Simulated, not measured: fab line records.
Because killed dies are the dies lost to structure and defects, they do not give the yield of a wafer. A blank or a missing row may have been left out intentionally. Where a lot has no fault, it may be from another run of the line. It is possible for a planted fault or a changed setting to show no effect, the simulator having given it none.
fab line records	flow nandHarc	part 2 of 2: steps 5 to 6 of 6
record lots=19	wafers=57	lastDay=24
route steps=1159 shown A_CHANNEL_FILL_D1@494 A_STAIRCASE@548
lots untouched by any fault: they come from a run of this same line in which no faults occurred
startH: the number of hours between the record's first day and the start of the first shown wafer of the lot	waitH: how many hours have passed since the lot's step before this one	" as in the row above	L1.1+2: a row that stands for several wafers	- value missing, or start not given	* or withheld: withheld	< > ~ a bound
route shown NAME@n: names a module that has steps shown in the file, with the first one's number in the route	usual: mean/standard deviation of fault-free wafers	same: alike in all rows	chamber/n: place in a boat	sites: readings site by site	_std_site: standard deviation of those values	_edge_site: inner sites' mean taken away from outer sites' mean	radiusMm: how far each site lies from the wafer's centre	mask NAME#n: copy n	behind: the tool/chamber that last shaped the wafer	hold: why the lot was held/for how many hours/how that ended	device: the n, p or np transistor that did not switch	end of line: the tests these same wafers got at the end of their route	step lacking rows: just its recipe	killed: dies lost to structure and defects at the first sort, not the wafer's yield	map: dies across one wafer; x = killed, . = not, _ = none there
set.NAME: the setting as run; set.NAME@STEP: as run at that earlier step	model.NAME: the simulator's own value behind a step, which no gauge read
route steps across a sampled set of lots; one table per step, one row per wafer
services: the hour from which a tool's chamber was out of use, counted from the record's first day as startH (under 0 if before that day), plus the number of hours and why
## steps
# step NHARC_A_STAIRCASE_ETCH_234
# recipe targetDepthA=1000	timeS=40.5	ionEnergyEv=400	c4f8FlowSccm=20	o2FlowSccm=10	arFlowSccm=withheld	rfW=600	biasW=1000	chemistry=C4F8/O2
# usual chamberPressureMTorr=24.999/0.02	oesProductAu=0.941/0.012	rfVppV=894/5.1
lot.wafer	tool	chamber	startH	waitH	chamberPressureMTorr	oesProductAu	rfHoursCounterH	rfVppV
L074.3	rieDiel-02	2	-	-	24.996	0.957	32	888
L074.1	"	3	"	"	25.028	0.968	34	897
L074.6	"	2	"	"	25.010	0.961	-	889
L076.4	rieDiel-05	0	-	-	25.015	0.941	30	891
L076.2	"	1	"	"	25.007	0.957	30	898
L076.5	"	1	"	"	25.007	0.958	-	898
L078.4	rieDiel-02	3	-	-	24.974	0.949	43	897
L078.1	"	1	"	"	25.005	0.948	40	894
L078.6	"	3	"	"	25.022	0.954	-	897
L077.4	rieDiel-11	3	-	-	24.994	0.933	20	900
L077.2	"	0	"	"	24.995	0.957	19	889
L077.6	"	0	"	"	25.006	0.951	-	890
L075.3	rieDiel-11	1	-	-	25.010	0.937	24	889
L075.5	"	2	"	"	24.982	0.932	-	889
L075.6	"	3	"	"	25.055	0.934	-	902
L080.2	rieDiel-05	3	-	-	25.024	0.943	40	899
L080.1	"	0	"	"	25.015	0.937	35	891
L080.6	"	3	"	"	24.996	0.939	-	903
L079.1	rieDiel-11	1	-	-	24.999	0.929	25	889
L079.4	"	3	"	"	24.968	0.926	23	901
L079.6	"	2	"	"	24.980	0.935	-	892
L082.3	rieDiel-02	0	-	-	24.984	0.937	54	886
L082.4	"	1	"	"	25.009	0.932	50	894
L082.6	"	2	"	"	24.995	0.937	-	888
L083.1	rieDiel-02	0	-	-	24.979	0.947	56	887
L083.5	"	3	"	"	25.007	0.951	-	895
L083.6	"	0	"	"	24.986	0.950	-	886
L085.2	rieDiel-05	0	-	-	24.994	0.926	44	891
L085.4	"	2	"	"	25.022	0.932	-	897
L085.6	"	3	"	"	24.987	0.927	-	900
L084.1	rieDiel-05	2	-	-	25.009	0.938	53	896
L084.6	"	3	"	"	24.992	0.930	-	902
L084.5	"	2	"	"	25.013	0.937	-	898
L087.3	rieDiel-05	3	-	-	25.006	0.933	53	900
L087.4	"	0	"	"	24.976	0.935	-	891
L087.5	"	3	"	"	25.005	0.939	-	900
L086.1	rieDiel-05	1	-	-	24.997	0.962	52	897
L086.3	"	3	"	"	25.011	0.943	62	900
L086.2	"	0	"	"	25.001	0.937	55	890
L089.4	rieDiel-05	2	-	-	25.032	0.944	64	898
L089.3	"	0	"	"	25.025	0.932	56	890
L089.6	"	1	"	"	24.971	0.945	-	897
L088.1	rieDiel-11	1	-	-	24.998	0.927	48	890
L088.6	"	0	"	"	25.000	0.949	-	889
L088.4	"	1	"	"	25.019	0.934	-	888
L090.2	rieDiel-11	0	-	-	25.012	0.932	51	890
L090.4	"	1	"	"	25.010	0.926	54	889
L090.5	"	0	"	"	25.011	0.929	-	890
L091.4	rieDiel-11	2	-	-	25.018	0.920	56	890
L091.3	"	3	"	"	24.985	0.922	37	900
L091.5	"	2	"	"	24.989	0.929	-	890
L092.4	rieDiel-11	3	-	-	24.980	0.929	37	899
L092.1	"	1	"	"	25.005	0.940	54	888
L092.5	"	3	"	"	24.998	0.928	-	901
L097.1	rieDiel-11	1	-	-	25.013	0.949	6	888
L097.6	"	1	"	"	24.991	0.950	-	887
L097.5	"	2	"	"	24.932	0.943	-	890
# step NHARC_A_STAIRCASE_ETCH_452
# recipe targetDepthA=300	overetchA=30	timeS=16.5	ionEnergyEv=100	cf4FlowSccm=80	o2FlowSccm=20	arFlowSccm=0	rfW=300	biasW=100	chemistry=CF4/O2
# usual chamberPressureMTorr=29.995/0.024	drypumpMotorCurrentA=5.7/0.3	oes_ar_750_au=1.000/0.0045	oes_o_777_au=1.000/0.0046	oesProductAu=1.003/0.01	rfVppV=197.3/1.6	showerheadPlenumPTorr=1.31/0.06	throttleValvePct=13.398/0.01
lot.wafer	tool	chamber	startH	waitH	chamberPressureMTorr	drypumpMotorCurrentA	oes_ar_750_au	oes_o_777_au	oesProductAu	rfHoursCounterH	rfVppV	showerheadPlenumPTorr	throttleValvePct
L074.3	rieDiel-02	1	-	-	29.971	6.0	1.004	1.002	1.008	35	198.1	1.32	13.401
L074.1	"	2	"	"	29.973	5.9	0.996	1.001	1.011	34	196.5	1.26	13.397
L074.6	"	1	"	"	29.949	6.0	0.997	1.011	0.999	-	196.5	1.32	13.401
L076.4	rieDiel-11	2	-	-	30.013	5.9	1.003	1.000	0.995	24	196.9	1.27	13.399
L076.2	"	3	"	"	29.970	5.4	1.003	0.997	1.006	19	200.1	1.39	13.422
L076.5	"	3	"	"	29.960	5.4	0.998	1.000	0.996	-	198.7	1.39	13.388
L078.4	rieDiel-05	3	-	-	29.989	5.5	0.998	1.004	0.990	40	200.5	1.39	13.406
L078.1	"	1	"	"	30.055	5.7	1.002	1.000	0.998	36	197.6	1.37	13.403
L078.6	"	3	"	"	29.986	5.5	0.996	1.005	0.995	-	199.6	1.39	13.406
L077.4	rieDiel-11	3	-	-	29.969	5.4	0.997	1.003	0.987	23	199.7	1.39	13.405
L077.2	"	1	"	"	29.965	5.6	1.001	0.999	0.992	25	195.6	1.26	13.409
L077.6	"	3	"	"	29.985	5.4	0.997	0.997	0.983	-	200.0	1.39	13.397
L075.3	rieDiel-02	2	-	-	29.979	5.8	0.998	1.002	1.014	42	195.1	1.26	13.400
L075.6	"	2	"	"	29.990	5.8	1.009	1.000	1.010	-	195.9	1.26	13.398
L075.5	"	3	"	"	30.007	5.6	1.009	1.002	1.012	-	198.1	1.35	13.398
L080.1	rieDiel-11	0	-	-	29.948	6.1	0.990	0.995	1.006	23	196.2	1.28	13.403
L080.2	"	2	"	"	29.996	5.9	0.992	1.000	0.992	28	195.0	1.27	13.416
L080.6	"	2	"	"	29.994	5.9	1.000	1.006	0.994	-	195.9	1.27	13.386
L079.4	rieDiel-02	0	-	-	29.984	5.1	0.999	1.002	0.995	47	194.9	1.24	13.397
L079.1	"	3	"	"	29.990	5.6	0.996	1.005	1.003	47	196.6	1.35	13.401
L079.6	"	1	"	"	30.043	6.0	0.996	1.002	1.004	-	197.6	1.32	13.397
L082.3	rieDiel-05	1	-	-	29.960	5.7	0.998	1.005	1.007	45	198.6	1.36	13.382
L082.4	"	2	"	"	29.996	5.4	0.994	0.997	0.997	50	199.2	1.35	13.402
L082.6	"	3	"	"	30.018	5.6	0.998	0.999	1.001	-	199.8	1.39	13.394
L083.1	rieDiel-11	0	-	-	30.002	6.1	1.000	1.002	1.012	34	196.4	1.27	13.406
L083.5	"	3	"	"	29.982	5.4	1.003	1.003	0.988	-	197.8	1.39	13.414
L083.6	"	0	"	"	29.978	6.1	1.002	1.002	1.011	-	194.3	1.27	13.408
L085.4	rieDiel-11	1	-	-	30.001	5.6	0.998	1.004	1.002	37	194.8	1.25	13.380
L085.2	"	0	"	"	29.976	6.1	1.001	1.007	1.009	35	195.8	1.27	13.401
L085.6	"	2	"	"	30.007	6.0	1.001	1.000	0.996	-	196.7	1.27	13.408
L084.1	rieDiel-02	1	-	-	30.002	6.0	0.997	1.002	1.009	60	196.4	1.32	13.376
L084.6	"	0	"	"	29.969	5.1	0.996	1.000	1.017	-	195.8	1.23	13.396
L084.5	"	1	"	"	29.967	6.0	0.997	0.999	1.016	-	198.8	1.32	13.404
L087.3	rieDiel-02	1	-	-	30.027	6.0	0.990	0.997	1.005	63	197.7	1.32	13.393
L087.4	"	0	"	"	30.033	5.1	1.001	0.992	1.016	64	194.9	1.23	13.394
L087.5	"	1	"	"	30.012	6.0	1.001	0.994	1.007	-	198.6	1.32	13.399
L086.1	rieDiel-02	3	-	-	29.996	5.6	1.002	1.006	1.009	1	197.7	1.34	13.399
L086.3	"	0	"	"	30.002	5.1	0.998	1.002	1.023	1	201.9	1.45	13.396
L086.2	"	1	"	"	29.984	6.0	0.993	1.003	1.010	1	197.3	1.31	13.402
L089.4	rieDiel-02	3	-	-	30.062	5.7	1.003	1.000	1.004	2	199.2	1.34	13.406
L089.3	"	1	"	"	30.016	6.0	0.994	1.004	0.993	2	197.8	1.31	13.409
L089.6	"	2	"	"	29.981	5.8	1.001	0.994	1.001	-	195.1	1.25	13.410
L088.1	rieDiel-02	0	-	-	29.966	5.1	0.995	1.008	1.012	3	200.1	1.45	13.408
L088.4	"	1	"	"	29.991	6.0	0.991	0.993	0.994	2	197.1	1.31	13.414
L088.6	"	3	"	"	29.976	5.6	1.008	0.996	1.001	-	197.3	1.34	13.398
L090.4	rieDiel-02	1	-	-	30.022	6.0	0.994	1.005	0.996	7	197.6	1.31	13.392
L090.2	"	3	"	"	29.975	5.6	1.003	0.996	1.010	7	197.5	1.34	13.395
L090.5	"	1	"	"	30.003	6.0	1.004	1.006	0.996	-	196.4	1.31	13.398
L092.1	rieDiel-02	2	-	-	29.976	5.8	0.995	0.998	1.005	9	197.3	1.25	13.391
L092.4	"	1	"	"	30.026	6.0	1.000	0.999	0.999	8	197.0	1.31	13.404
L092.5	"	2	"	"	30.039	5.8	0.993	0.989	0.994	-	195.5	1.25	13.383
L091.3	rieDiel-11	3	-	-	29.989	5.4	1.001	0.997	0.989	42	200.2	1.39	13.391
L091.4	"	1	"	"	30.009	5.6	1.000	1.003	0.988	59	197.1	1.25	13.410
L091.5	"	3	"	"	30.009	5.4	0.999	1.002	0.994	-	198.7	1.39	13.383
L097.1	rieDiel-02	2	-	-	29.981	5.8	0.994	1.003	1.006	19	197.1	1.25	13.408
L097.5	"	2	"	"	29.947	5.8	1.003	0.998	1.007	-	196.9	1.25	13.408
L097.6	"	3	"	"	29.959	5.7	1.002	1.002	0.999	-	197.0	1.34	13.385
## services
tool	chamber	startH	hours	kind
rieDiel-11	-	190.18	9.0	pm
rieDiel-11	0	190.18	9.0	ventCycle
rieDiel-11	1	190.18	9.0	ventCycle
rieDiel-05	1	223.34	2.1	repair
rieDiel-11	3	230.67	8.3	repair
rieDiel-11	0	231.29	6.4	repair
aldHk-01	-	231.50	10.0	pm
rieDiel-02	2	274.32	1.4	repair
rieDiel-11	3	278.25	3.4	repair
aldHk-02	-	280.00	10.0	pm
rieDiel-05	0	294.72	5.7	repair
rieDiel-02	0	303.23	3.9	repair
aldHk-02	-	304.51	2.8	repair
rieDiel-05	1	305.50	14.4	repair
rieDiel-11	3	319.62	27.1	repair
rieDiel-11	2	319.79	1.4	repair
rieDiel-02	-	327.82	9.0	pm
aldHk-03	-	328.43	10.0	pm
rieDiel-05	-	340.70	9.0	pm
rieDiel-05	-	352.65	0.9	repair
rieDiel-11	-	367.18	9.0	pm
rieDiel-05	3	381.74	12.5	repair
rieDiel-02	2	393.04	4.7	repair
aldHk-01	-	398.51	2.2	repair
